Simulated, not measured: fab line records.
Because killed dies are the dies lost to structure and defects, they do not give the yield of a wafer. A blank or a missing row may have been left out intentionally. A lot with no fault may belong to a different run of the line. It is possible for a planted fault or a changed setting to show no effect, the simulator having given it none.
A lot that was struck, set against a sound lot	flow n5-finfet	13 steps out of a route of 1938
Sound: the wafers L329.1, L329.4, L329.5. Wafers L318.1, L318.4, L318.5 were the ones struck. Last of all comes the cause.
For every step that has rows: the tool of each side, followed by ch and its chambers, followed by its first start. Under that, the readings that differ: sound wafers	struck wafers	difference of the means	sigmas: that difference in standard deviations of wafers without a fault.
alike: same words and numbers on both sides, and readings whose means sit less than 2 such deviations apart. not compared: any withheld reading, any reading some wafer has no value for, any bound like >300 that may hide the same value, and any number with overlapping values for which the record gives no deviation.
The two part at a step that has a row with sigmas, a row that says differs or no value, or rows on one side only. Numbers that don't overlap but have no deviation are shown without sigmas and don't part them. A reading missing from all wafers of one side parts the sides only when that side holds two or more wafers.

first, 9 steps without rows for these wafers: N5_BEOL_M4_DEVELOP_27 (develop time 30 s); N5_BEOL_M4_DESCUM_33 (chemistry O2, time 7 s); N5_BEOL_M4_ETCH_77 (etches underlayer in N2/H2, target depth 6.5 nm, time 5.2 s); N5_BEOL_M4_ETCH_69 (etches SiARC in CF4, target depth 15.6 nm, time 26 s); N5_BEOL_M4_ALD_98 (deposits SiO2, target thk 2.5 nm, pulse time 1 s, co reactant pulse time 1 s); N5_BEOL_M4_ETCHBACK_99 (etches SiO2 in CHF3, target depth 5 nm, time 10.4 s); N5_BEOL_M4_ETCH_70 (etches SOC in N2/H2, target depth 80 nm, overetch 24 nm, time 130 s); N5_BEOL_M4_STRIP_71 (strips in N2/H2); N5_BEOL_M4_STRIP_78 (strips in N2/H2).
N5_BEOL_M4_VIA_ETCH_34: etches the open film in C4F6/O2, target depth 69.4 nm, time 65.9 s.
  sound on rie-diel-03 ch 0,1, day 11 11:03; struck on rie-diel-06 ch 0,1,3, day 9 09:15
  no value came back on the struck wafers for any of 8 readings (C4F6_flow_sccm (sccm), O2_flow_sccm (sccm) and others); on the sound wafers C4F6_flow_sccm (sccm) reads 9.98 9.98 9.97
reading	sound	struck	difference	sigmas
model.SOC_of_BEOL_M4_COAT_67.thk-nm (nm)	51.6 51.8 52.2	60.6 60.4 60.4	+8.6	
model.SiARC_of_BEOL_M4_COAT_68.thk-nm (nm)	0 0 0	6 6 5.8	+6	
model.SiO2_of_BEOL_M4_ALD_98.thk-nm (nm)	0 0 0	2.6 2.4 2.4	+2.5	
  not compared: rf-hours-counter-h
then, 1 step without rows for these wafers: N5_BEOL_M4_STRIP_83 (strips in C4F6/O2).
N5_BEOL_M4_RC_MEAS_101:
  the record has rows for the sound wafers here (prober-01 ch 0, day 11 16:41) and none for the struck ones
-- record jumps: 4 days separate the struck wafers' starts on either side; left off in module BEOL_M4, taken up again in module PASSIVATION, whose first shown step is the route's number 1936 --
N5_PASSIVATION_PROBE_49:
  sound: prober-01 at day 16 03:26; struck: prober-01 at day 13 21:04
reading	sound	struck	difference	sigmas
defect-limited-yield (%)	91.5 90.5 93.4	0 0 0	-92	-61
killed_at_M4_up	11 11 8	1096 1095 1081	+1081	+99 or more
killed-dies	100 112 78	1180 1180 1180	+1083	+60
killed-on-rim	13 15 13	152 152 152	+138	+35
sort_bin_5_function (%)	4.9 5.7 3.1	96.0 96.4 96.1	+91.6	+94
sort-n-pass	1080 1068 1102	0 0 0	-1083	-64
sort-yield-pct (%)	91.5 90.5 93.4	0 0 0	-92	-61
  alike: killed_at_M0_to_M3, killed-at-contacts, killed-at-front-end, killed-at-other, killed-open, killed-short, sort_bin_6_memory

== WHERE THEY PART ==
Earliest at N5_BEOL_M4_VIA_ETCH_34; latest, in this record, at N5_PASSIVATION_PROBE_49.

WHY: what the simulator had put in
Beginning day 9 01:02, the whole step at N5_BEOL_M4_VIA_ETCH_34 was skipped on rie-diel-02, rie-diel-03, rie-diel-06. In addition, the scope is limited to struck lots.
